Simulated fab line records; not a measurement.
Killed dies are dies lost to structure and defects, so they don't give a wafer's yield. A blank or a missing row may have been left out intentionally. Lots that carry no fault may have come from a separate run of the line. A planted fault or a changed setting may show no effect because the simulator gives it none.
fab line records | flow n5Finfet
record lots=7 wafers=18 lastDay=18
route steps=1938 shown BEOL_M2@867 BEOL_M4@1111 PASSIVATION@1936
lots with no fault: from the same line, run without faults
startH: the number of hours between the record's first day and the start of the first shown wafer of the lot | waitH: how many hours have passed since the lot's step before this one | " identical to the entry in the row above | L1.1+2: several wafers, shown together as one row | - value missing, or start not given | * or withheld: withheld | < > ~ a bound
route shown NAME@n: NAME is a module with steps in the file, n the number in the route of the first one | usual: the fault-free wafers' mean and standard deviation | same: alike in all rows | chamber/n: place in a boat | sites: readings site by site | _std_site: their standard deviation | _edge_site: outer sites' mean less inner sites' | radiusMm: for every site, how far away it sits from the centre of the wafer | mask NAME#n: copy n | behind: the tool/chamber that last shaped the wafer | hold: reason for holding the lot/hours on hold/outcome of the hold | device: the transistor (n, p or np) that didn't switch | end of line: the same wafers' tests at the end of the route | a step with no rows: only its recipe | killed: the dies lost at the first sort to structure and to defects; this is not the yield of the wafer | map: a wafer's dies, marking killed ones x, the rest . and places with no die _
set.NAME: the setting the step ran with; set.NAME@STEP: the setting that earlier step ran with | model.NAME: the simulator's own value behind a step, which no gauge read
lots at some steps of the route; a table a step, a row a wafer
services: a tool's chamber out of use, with start hour (startH, from the record's first day; less than 0 if before it), hours out, and reason
## steps
# step N5_BEOL_M2_COAT_67
# recipe resist=SOC tempC=250 timeS=60 spinRpm=1500 resistThkNm=60
# step N5_BEOL_M2_COAT_68
# recipe resist=SiARC tempC=220 timeS=60 spinRpm=1500 resistThkNm=12
# step N5_BEOL_M2_COAT_76
# recipe resist=underlayer tempC=205 timeS=60 spinRpm=1500 resistThkNm=5
# step N5_BEOL_M2_COAT_22
# recipe resist=CAR-EUV spinRpm=1500 resistThkNm=30
# step N5_BEOL_M2_EBR_24
# recipe solvent=PGMEA ebrWidthMm=1.5
# step N5_BEOL_M2_SOFTBAKE_23
# recipe tempC=110 timeS=60 resist=CAR-EUV
# step N5_BEOL_M2_EXPOSE_25
# recipe maskId=V1 na=0.33 sourceShape=quasar sigmaInner=0.2 sigmaOuter=0.8 polarization=unpolarized defocusNm=5 doseMj=63
# step N5_BEOL_M2_PEB_26
# recipe pebTempC=100 pebTimeS=60 resist=CAR-EUV
# step N5_BEOL_M2_DEVELOP_27
# recipe developTimeS=30 developer=TMAH resist=CAR-EUV rinseLiquid=surfactantRinse dry=airSpin devTempC=23
# step N5_BEOL_M2_CD_MEAS_28
# recipe targetCdNm=26.2 landingEnergyEv=500 detector=seInlens targetCdYNm=24.1 polarity=opening
# usual cdNm=26.16/0.25
# columns lot.wafer tool chamber startH waitH cdNm
L831.2 cdSem-01 0 192.39 - 26.17
L831.5 " 0 " " 26.70
L832.4 cdSem-02 0 205.36 - 26.35
L832.5 " 0 " " 25.78
L835.4 cdSem-01 0 222.19 - 26.53
L835.5 " 0 " " 26.44
L839.1 cdSem-02 0 245.00 - 26.36
L839.2 " 0 " " 26.21
L839.5 " 0 " " 25.86
L842.1 cdSem-03 0 268.68 - 26.38
L842.3 " 0 " " 26.21
L842.4 " 0 " " 26.72
L843.4 cdSem-03 0 272.40 - 25.65
L843.5 " 0 " " 26.30
L843.6 " 0 " " 26.08
L844.3 cdSem-01 0 278.52 - 26.42
L844.5 " 0 " " 26.14
L844.6 " 0 " " 26.24
# step N5_BEOL_M2_OVL_MEAS_29
# recipe pointsPerWafer=522
# usual V1_OVL=0.3/0.73
# columns lot.wafer tool chamber startH waitH V1_OVL[nm]
L831.2 overlay-02 0 192.43 0.0 -0.6
L831.5 " 0 " " 0.3
L832.4 overlay-01 0 205.40 0.0 -0.1
L832.5 " 0 " " 0.6
L835.4 overlay-02 0 222.24 0.0 -1.1
L835.5 " 0 " " -0.2
L839.1 overlay-02 0 245.03 0.0 0.3
L839.2 " 0 " " 0.6
L839.5 " 0 " " 0.8
L842.1 overlay-01 0 268.71 0.0 0.7
L842.3 " 0 " " 1.5
L842.4 " 0 " " 1.2
L843.4 overlay-02 0 272.44 0.0 0.6
L843.5 " 0 " " -0.3
L843.6 " 0 " " 0.2
L844.3 overlay-01 0 278.56 0.0 1.0
L844.5 " 0 " " 1.2
L844.6 " 0 " " 1.5
# step N5_BEOL_M2_INSPECT_30
# recipe mode=adi inspectInstrument=brightfield
# usual rawDefectCount=419/93
# columns lot.wafer tool chamber startH waitH rawDefectCount
L831.2 defectInspect-02 - 192.48 0.0 370
L831.5 " - " " 287
L832.4 defectInspect-02 - 205.44 0.0 336
L832.5 " - " " 447
L835.4 defectInspect-01 - 222.29 0.0 474
L835.5 " - " " 430
L839.1 defectInspect-02 - 245.09 0.1 548
L839.2 " - " " 392
L839.5 " - " " 441
L842.1 defectInspect-01 - 268.77 0.1 400
L842.3 " - " " 303
L842.4 " - " " 339
L843.4 defectInspect-02 - 272.48 0.0 460
L843.5 " - " " 498
L843.6 " - " " 445
L844.3 defectInspect-01 - 278.61 0.0 352
L844.5 " - " " 383
L844.6 " - " " 341
# step N5_BEOL_M2_DESCUM_33
# recipe chemistry=O2 timeS=7 sourcePowerW=50 biasPowerW=20 pressureMtorr=20 rfFrequencyHz=2.712e+07 tempC=40 resist=CAR-EUV o2FlowSccm=225
# usual drypumpMotorCurrentA=5.7/0.53 oesProductAu=0.78/0.099 rfVppV=242.6/0.93 showerheadPlenumPTorr=2.059/0.026 throttleValvePct=20.45/0.26
# columns lot.wafer tool chamber startH waitH drypumpMotorCurrentA oesProductAu rfHoursCounterH rfVppV showerheadPlenumPTorr throttleValvePct model.CAR-EUV_of_BEOL_M2_COAT_22.thkNm
L831.2 rieDiel-01 1 192.51 0.0 5.7 0.68 239 243.1 2.065 20.56 26.2
L831.5 " 3 " " 4.8 0.73 - 243.2 2.069 20.57 25.6
L832.4 rieDiel-01 1 205.54 0.1 5.7 0.68 - 241.8 2.063 20.55 26.2
L832.5 " 3 " " 4.8 0.73 - 243.7 2.067 20.59 25.4
L835.4 rieDiel-01 2 222.32 0.0 5.7 0.91 24 242.4 2.048 20.44 26.2
L835.5 " 3 " " 4.8 0.72 - 243.5 2.065 20.60 25.4
L839.1 rieDiel-02 0 245.12 0.0 5.7 0.77 134 241.2 2.017 20.50 26
L839.2 " 2 " " 6.0 0.72 193 242.4 2.070 20.83 26.2
L839.5 " 3 " " 6.1 0.75 - 244.5 2.098 20.35 26
L842.1 rieDiel-02 0 268.82 0.1 5.6 0.75 142 242.2 2.015 20.50 26.2
L842.3 " 3 " " 6.0 0.73 147 245.4 2.095 20.37 26.2
L842.4 " 1 " " 6.1 0.70 192 243.4 2.084 20.31 26.2
L843.4 rieDiel-02 0 273.59 1.1 5.6 0.75 143 242.0 2.014 20.52 26.2
L843.5 " 1 " " 6.1 0.70 - 242.4 2.083 20.33 26.2
L843.6 " 0 " " 5.6 0.75 - 240.9 2.015 20.51 26.2
L844.3 rieDiel-01 3 279.69 1.1 4.8 0.70 238 243.1 2.056 20.63 26
L844.5 " 3 " " 4.8 0.70 - 244.9 2.056 20.62 26.2
L844.6 " 0 " " 6.5 0.83 - 242.6 2.033 20.08 26.2
# step N5_BEOL_M2_ETCH_77
# recipe chemistry=N2/H2 target=underlayer targetDepthA=65 maskMaterial=CAR-EUV timeS=5.2 ionEnergyEv=200 pressureMtorr=30 sourceW=840 biasW=150 n2FlowSccm=200 h2FlowSccm=200 ends=cleared
# usual drypumpMotorCurrentA=5.7/0.53 etchRfOnTimeS=5.20/0.088 oesProductAu=0.66/0.084 rfVppV=522.9/1.5 showerheadPlenumPTorr=2.50/0.032 throttleValvePct=17.87/0.28
# columns lot.wafer tool chamber startH waitH drypumpMotorCurrentA etchRfOnTimeS oesProductAu rfHoursCounterH rfVppV showerheadPlenumPTorr throttleValvePct
L831.2 rieDiel-01 1 192.55 0.0 5.7 5.18 0.60 239 523.7 2.50 18.04
L831.5 " 3 " " 4.8 5.24 0.62 - 523.2 2.52 18.11
L832.4 rieDiel-01 1 205.57 0.0 5.8 5.16 0.58 - 524.9 2.50 18.04
L832.5 " 3 " " 4.8 5.22 0.62 - 525.2 2.52 18.12
L835.4 rieDiel-01 2 222.35 0.0 5.7 5.09 0.79 24 523.0 2.49 17.80
L835.5 " 3 " " 4.8 5.27 0.62 - 525.1 2.52 18.13
L839.1 rieDiel-02 0 245.16 0.0 5.6 5.07 0.66 134 520.1 2.44 17.85
L839.2 " 2 " " 5.9 5.37 0.61 193 525.1 2.53 18.32
L839.5 " 3 " " 6.1 5.15 0.64 - 523.7 2.55 17.77
L842.1 rieDiel-02 0 268.86 0.0 5.7 5.16 0.65 142 520.1 2.44 17.82
L842.3 " 3 " " 6.1 5.18 0.63 147 523.9 2.55 17.80
L842.4 " 1 " " 6.1 5.19 0.60 192 523.9 2.54 17.76
L843.4 rieDiel-02 0 273.62 0.0 5.6 5.06 0.65 143 522.1 2.44 17.86
L843.5 " 1 " " 6.1 5.15 0.59 - 525.2 2.54 17.76
L843.6 " 0 " " 5.6 5.13 0.64 - 521.1 2.44 17.87
L844.3 rieDiel-01 3 279.72 0.0 4.8 5.24 0.59 238 521.0 2.50 18.19
L844.5 " 3 " " 4.8 5.27 0.60 - 524.1 2.50 18.18
L844.6 " 0 " " 6.5 5.23 0.70 - 522.1 2.47 17.51
# step N5_BEOL_M2_ETCH_69
# recipe chemistry=CF4 target=SiARC targetDepthA=156 maskMaterial=CAR-EUV timeS=26 ionEnergyEv=80 pressureMtorr=40 sourceW=545 biasW=36 Ar_flow_sccm=100 cf4FlowSccm=100 ends=cleared
# usual drypumpMotorCurrentA=5.7/0.53 etchRfOnTimeS=26.0/0.45 oesProductAu=0.66/0.084 rfVppV=183.7/0.91 showerheadPlenumPTorr=2.110/0.027 throttleValvePct=15.65/0.29
# columns lot.wafer tool chamber startH waitH drypumpMotorCurrentA etchRfOnTimeS oesProductAu rfHoursCounterH rfVppV showerheadPlenumPTorr throttleValvePct
L831.2 rieDiel-01 1 192.57 0.0 5.8 25.8 0.59 239 184.7 2.112 15.82
L831.5 " 3 " " 4.8 26.3 0.63 - 183.8 2.128 15.86
L832.4 rieDiel-01 1 205.61 0.0 5.7 25.7 0.59 - 183.2 2.111 15.81
L832.5 " 3 " " 4.8 26.1 0.62 - 183.1 2.127 15.87
L835.4 rieDiel-01 2 222.37 0.0 5.7 25.8 0.78 24 183.2 2.105 15.63
L835.5 " 3 " " 4.8 26.8 0.61 - 183.6 2.124 15.88
L839.1 rieDiel-02 0 245.17 0.0 5.6 25.5 0.65 134 184.8 2.061 15.63
L839.2 " 2 " " 6.0 26.5 0.61 193 183.0 2.133 16.09
L839.5 " 3 " " 6.1 25.3 0.65 - 183.8 2.147 15.58
L842.1 rieDiel-02 0 268.87 0.0 5.6 26.0 0.64 142 182.6 2.058 15.63
L842.3 " 3 " " 6.1 25.7 0.64 147 185.3 2.144 15.60
L842.4 " 1 " " 6.1 26.1 0.59 192 185.3 2.130 15.51
L843.4 rieDiel-02 0 273.64 0.0 5.6 25.7 0.64 143 182.1 2.057 15.65
L843.5 " 1 " " 6.1 25.8 0.60 - 184.4 2.130 15.54
L843.6 " 0 " " 5.6 25.6 0.65 - 183.6 2.057 15.63
L844.3 rieDiel-01 3 279.74 0.0 4.8 26.4 0.60 238 183.8 2.116 15.92
L844.5 " 3 " " 4.8 26.2 0.60 - 183.1 2.116 15.92
L844.6 " 0 " " 6.6 26.1 0.70 - 183.1 2.083 15.28
# step N5_BEOL_M2_ALD_98
# recipe material=SiO2 targetThkA=25 tempC=100 aldPrecursorFamily=BDEAS aldCoReactant=O2-plasma pulseTimeS=1 coReactantPulseTimeS=1 purgeTimeS=2 coReactantPurgeTimeS=2 aldCycles=17 pressureTorr=2
# usual heaterPowerW=76/5.5 precursorPulseHeightRel=0.999/0.02
# columns lot.wafer tool chamber startH waitH heaterPowerW precursorPulseHeightRel
L831.2 aldSin-02 1 192.65 0.1 72 0.988
L831.5 " 1 " " 74 0.987
L832.4 aldSin-02 2 206.14 0.5 64 0.979
L832.5 " 0 " " 72 1.016
L835.4 aldSin-02 0 222.50 0.1 74 1.012
L835.5 " 2 " " 64 0.989
L839.1 aldSin-03 2 245.46 0.3 81 1.013
L839.2 " 1 " " 78 1.010
L839.5 " 1 " " 77 0.988
L842.1 aldSin-03 2 268.96 0.1 83 0.978
L842.3 " 3 " " 84 1.022
L842.4 " 0 " " 83 0.986
L843.4 aldSin-04 1 274.10 0.4 72 1.006
L843.5 " 1 " " 71 1.002
L843.6 " 0 " " 69 1.027
L844.3 aldSin-03 1 281.07 1.3 77 1.012
L844.5 " 1 " " 78 1.024
L844.6 " 0 " " 82 0.999
# step N5_BEOL_M2_ETCHBACK_99
# recipe chemistry=CHF3 target=SiO2 targetDepthA=50 timeS=10.4 sourceW=215 biasW=47 Ar_flow_sccm=200 CHF3_flow_sccm=12 ionEnergyEv=100 pressureMtorr=30
# usual CHF3_flow_sccm=12.00/0.034 drypumpMotorCurrentA=5.7/0.49 oesProductAu=0.77/0.09 rfVppV=240.4/2 showerheadPlenumPTorr=2.12/0.03 throttleValvePct=17.12/0.25
# columns lot.wafer tool chamber startH waitH CHF3_flow_sccm drypumpMotorCurrentA oesProductAu rfHoursCounterH rfVppV showerheadPlenumPTorr throttleValvePct model.CAR-EUV_of_BEOL_M2_COAT_22.thkNm
L831.2 rieDiel-05 2 200.12 7.4 12.03 5.2 0.72 184 241.3 2.05 17.15 10.6
L831.5 " 0 " " 12.01 5.1 0.67 - 237.8 2.12 17.08 9.8
L832.4 rieDiel-01 3 206.88 0.7 12.06 4.8 0.71 - 242.8 2.13 17.32 10.4
L832.5 " 1 " " 12.02 5.7 0.67 - 239.9 2.11 17.17 9.8
L835.4 rieDiel-01 3 226.53 4.0 11.99 4.8 0.71 - 242.4 2.13 17.32 10.4
L835.5 " 2 " " 12.01 5.7 0.92 - 237.9 2.11 17.08 9.8
L839.1 rieDiel-01 0 247.15 1.6 11.94 6.5 0.84 70 241.1 2.09 16.68 10.4
L839.2 " 2 " " 12.03 5.7 0.89 36 237.4 2.11 17.11 10.4
L839.5 " 0 " " 11.93 6.5 0.84 - 239.9 2.09 16.69 10.4
L842.1 rieDiel-02 2 273.12 4.1 11.96 5.9 0.71 203 237.9 2.14 17.55 10.6
L842.3 " 1 " " 12.00 6.1 0.70 194 242.2 2.14 16.95 10.4
L842.4 " 3 " " 11.94 6.0 0.74 149 240.3 2.16 17.06 10.4
L843.4 rieDiel-02 1 281.55 7.4 11.98 6.1 0.69 198 242.8 2.14 16.96 10.4
L843.5 " 2 " " 11.94 5.9 0.71 - 236.5 2.14 17.57 10.6
L843.6 " 1 " " 12.09 6.1 0.69 - 242.3 2.14 16.95 10.6
L844.3 rieDiel-02 3 284.72 3.6 11.97 6.0 0.73 155 241.3 2.15 17.06 10.4
L844.5 " 1 " " 12.03 6.1 0.69 - 241.4 2.14 16.96 10.6
L844.6 " 0 " " 11.96 5.7 0.75 - 241.9 2.07 17.15 10.6
# step N5_BEOL_M2_ETCH_70
# recipe chemistry=N2/H2 target=SOC targetDepthA=800 overetchA=240 maskMaterial=SiARC tempC=40 timeS=130 ionEnergyEv=200 pressureMtorr=30 sourceW=840 biasW=150 n2FlowSccm=200 h2FlowSccm=200
# usual drypumpMotorCurrentA=5.7/0.49 oesProductAu=0.57/0.062 rfVppV=522.8/1.2 showerheadPlenumPTorr=2.50/0.035 throttleValvePct=17.85/0.26
# columns lot.wafer tool chamber startH waitH drypumpMotorCurrentA oesProductAu rfHoursCounterH rfVppV showerheadPlenumPTorr throttleValvePct
L831.2 rieDiel-05 2 200.16 0.0 5.1 0.52 184 521.9 2.43 17.96
L831.5 " 0 " " 5.0 0.50 - 522.8 2.51 17.84
L832.4 rieDiel-01 3 206.94 0.0 4.8 0.54 - 523.2 2.52 18.10
L832.5 " 1 " " 5.8 0.50 - 522.4 2.50 17.98
L835.4 rieDiel-01 3 226.59 0.0 4.8 0.54 - 522.7 2.51 18.11
L835.5 " 2 " " 5.7 0.66 - 523.2 2.49 17.75
L839.1 rieDiel-01 0 247.19 0.0 6.5 0.62 70 520.5 2.48 17.43
L839.2 " 2 " " 5.7 0.66 36 522.1 2.49 17.77
L839.5 " 0 " " 6.5 0.61 - 521.7 2.48 17.44
L842.1 rieDiel-02 2 273.16 0.0 5.9 0.53 203 523.5 2.52 18.30
L842.3 " 1 " " 6.1 0.51 194 522.9 2.54 17.73
L842.4 " 3 " " 6.1 0.55 149 525.3 2.55 17.76
L843.4 rieDiel-02 1 281.59 0.0 6.1 0.51 198 524.1 2.53 17.75
L843.5 " 2 " " 6.0 0.53 - 523.9 2.52 18.31
L843.6 " 1 " " 6.1 0.52 - 523.1 2.53 17.74
L844.3 rieDiel-02 3 284.76 0.0 6.0 0.54 155 523.6 2.54 17.76
L844.5 " 1 " " 6.1 0.52 - 523.5 2.53 17.73
L844.6 " 0 " " 5.7 0.55 - 520.6 2.44 17.80
# step N5_BEOL_M4_RC_MEAS_101
# usual DIBL_N=36.5/1.4 DIBL_P=36.5/1.6 IOFF_N=0.163/0.022 IOFF_P=0.219/0.029 ION_N=675/8.3 ION_P=464/6.2 SS_N=71.5/0.52 SS_P=73.4/0.57 VT_N=249.7/2.6 VT_P=-250/3
# columns lot.wafer tool chamber startH waitH DIBL_N[mV/V] DIBL_P[mV/V] IOFF_N[nA/um] IOFF_P[nA/um] ION_N[uA/um] ION_P[uA/um] SS_N[mV/dec] SS_P[mV/dec] VT_N[mV] VT_P[mV]
L832.4 prober-02 0 232.44 0.5 38.3 38.4 0.217 0.288 693 475 71.7 73.1 245.6 -242
L832.5 " 0 " " 37.1 38.1 0.190 0.275 686 478 71.1 73.4 245.2 -246
L831.2 prober-02 0 237.93 0.2 36.8 37.2 0.157 0.218 668 462 71.3 73.0 250.6 -249
L831.5 " 0 " " 36.2 37.3 0.150 0.210 670 462 71.8 73.3 249.1 -252
L835.4 prober-02 0 259.02 0.5 35.7 37.0 0.159 0.217 682 461 71.2 73.5 253.2 -250
L835.5 " 0 " " 36.4 37.9 0.164 0.237 672 466 71.9 74.1 249.8 -247
L839.1 prober-01 0 282.69 0.0 39.3 40.7 0.207 0.254 679 466 72.0 75.2 246.7 -249
L839.2 " 0 " " 39.1 41.1 0.204 0.262 684 470 71.9 73.8 247.3 -249
L839.5 " 0 " " 38.5 40.1 0.188 0.236 686 469 71.7 74.2 246.6 -251
L842.1 prober-01 0 298.21 0.0 36.8 37.1 0.175 0.198 666 450 71.4 73.8 251.3 -254
L842.3 " 0 " " 35.0 35.4 0.141 0.176 665 456 70.8 73.8 251.7 -255
L842.4 " 0 " " 34.0 34.5 0.126 0.160 660 454 71.0 73.5 253.9 -253
L843.4 prober-02 0 310.83 0.5 34.2 35.8 0.136 0.198 681 470 71.7 73.1 250.4 -252
L843.5 " 0 " " 34.4 36.2 0.140 0.202 674 467 71.6 72.8 251.3 -250
L843.6 " 0 " " 33.5 35.1 0.131 0.191 666 466 70.4 72.6 252.4 -252
L844.3 prober-02 0 317.03 0.3 36.0 35.2 0.146 0.213 671 470 72.1 73.3 251.6 -248
L844.5 " 0 " " 36.0 35.6 0.148 0.219 673 463 71.5 73.5 250.7 -249
L844.6 " 0 " " 34.4 32.7 0.123 0.188 675 471 70.1 73.1 250.2 -250
# step N5_PASSIVATION_PROBE_49
# usual defectLimitedYield=91.2/1.6 killed_at_M0_to_M3=33/11 killed_at_M4_up=15/6.2 killedAtContacts=15/7.1 killedAtFrontEnd=38/12 killedAtOther=4/3.5 killedDies=104/19 killedOpen=69/14 killedShort=34/8.5 sort_bin_5_function=5.2/0.99 sort_bin_6_memory=3.3/0.77 sortNPass=1076/19 sortYieldPct=91.2/1.6
# same grossDies=1180 killedAtBackSide=0 sort_bin_4_leakage[%]=0 sort_bin_8_speed[%]=0
# columns lot.wafer tool chamber startH waitH defectLimitedYield[%] killed_at_M0_to_M3 killed_at_M4_up killedAtContacts killedAtFrontEnd killedAtOther killedDies killedOpen killedShort sort_bin_5_function[%] sort_bin_6_memory[%] sortNPass sortYieldPct[%]
L831.2 prober-02 - 343.06 0.1 90.6 50 13 7 41 0 111 86 24 5.7 3.4 1069 90.6
L831.5 prober-02 - 343.21 0.2 91.8 33 8 14 37 5 97 69 27 5.2 2.9 1083 91.8
# killed by level:class
L831.2 BEOL_M3:geometricParticle:open=14 BEOL_M1:geometricParticle:open=12 GATE_CUT:geometricParticle:open=10 STI_FIN_REVEAL:geometricParticle:open=7 GATE_CUT:geometricParticle:short=7 BEOL_M0_SAQP:geometricParticle:open=7 BEOL_M0:geometricParticle:open=7 BEOL_M4:geometricParticle:open=7
L831.5 MOL_CONTACT_COAG:geometricParticle:open=13 STI_FIN_REVEAL:geometricParticle:open=8 GATE_CUT:geometricParticle:open=6 STI_FIN_REVEAL:geometricParticle:short=5 BEOL_M1:geometricParticle:open=5 BEOL_M2:geometricParticle:open=5 STARTING-WAFER:geometricParticle:open=5 GATE_CUT:geometricParticle:short=4
## services
# columns tool chamber startH hours kind
aldSin-04 - 178.30 14.0 pm
rieDiel-05 1 184.07 - clean
rieDiel-05 1 184.07 - consumableReplace:focusRing
rieDiel-05 1 184.07 21.9 scheduledDown
rieDiel-05 1 184.07 21.9 ventCycle
rieDiel-01 0 205.00 10.7 repair
aldSin-04 - 207.11 14.6 pm
rieDiel-05 3 217.36 2.8 repair
rieDiel-05 0 221.67 - clean
rieDiel-05 0 221.67 - consumableReplace:focusRing
rieDiel-05 0 221.67 19.9 scheduledDown
rieDiel-05 0 221.67 19.9 ventCycle
rieDiel-01 1 226.12 7.0 repair
aldSin-02 3 228.19 19.0 repair
rieDiel-01 1 233.20 - clean
rieDiel-01 1 233.20 - consumableReplace:focusRing
rieDiel-01 1 233.20 23.2 scheduledDown
rieDiel-01 1 233.20 23.2 ventCycle
aldSin-04 - 244.53 6.1 pm
rieDiel-05 3 265.74 - clean
rieDiel-05 3 265.74 - consumableReplace:focusRing
rieDiel-05 - 271.96 10.0 pm
aldSin-03 - 273.11 1.0 repair
aldSin-04 - 277.35 1.0 repair
## key
firstSign none at tools or gauges
modelEffect step=N5_BEOL_M2_DESCUM_33 value=CAR-EUV_of_BEOL_M2_COAT_22.thkNm without=26.2 struck=25.47
modelEffect step=N5_BEOL_M2_ETCHBACK_99 value=CAR-EUV_of_BEOL_M2_COAT_22.thkNm without=10.47 struck=9.8
metAt N5_BEOL_M2_DESCUM_33
struckWafers L831.5,L832.5,L835.5
fault kind=processParameterDrift tool=rieDiel-01 chamber=- onsetH=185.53 steps=N5_BEOL_M2_DESCUM_33 channel=timeS offset=* shape=step endH=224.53 scope=struckWafersOnly actsIn=* stated=*
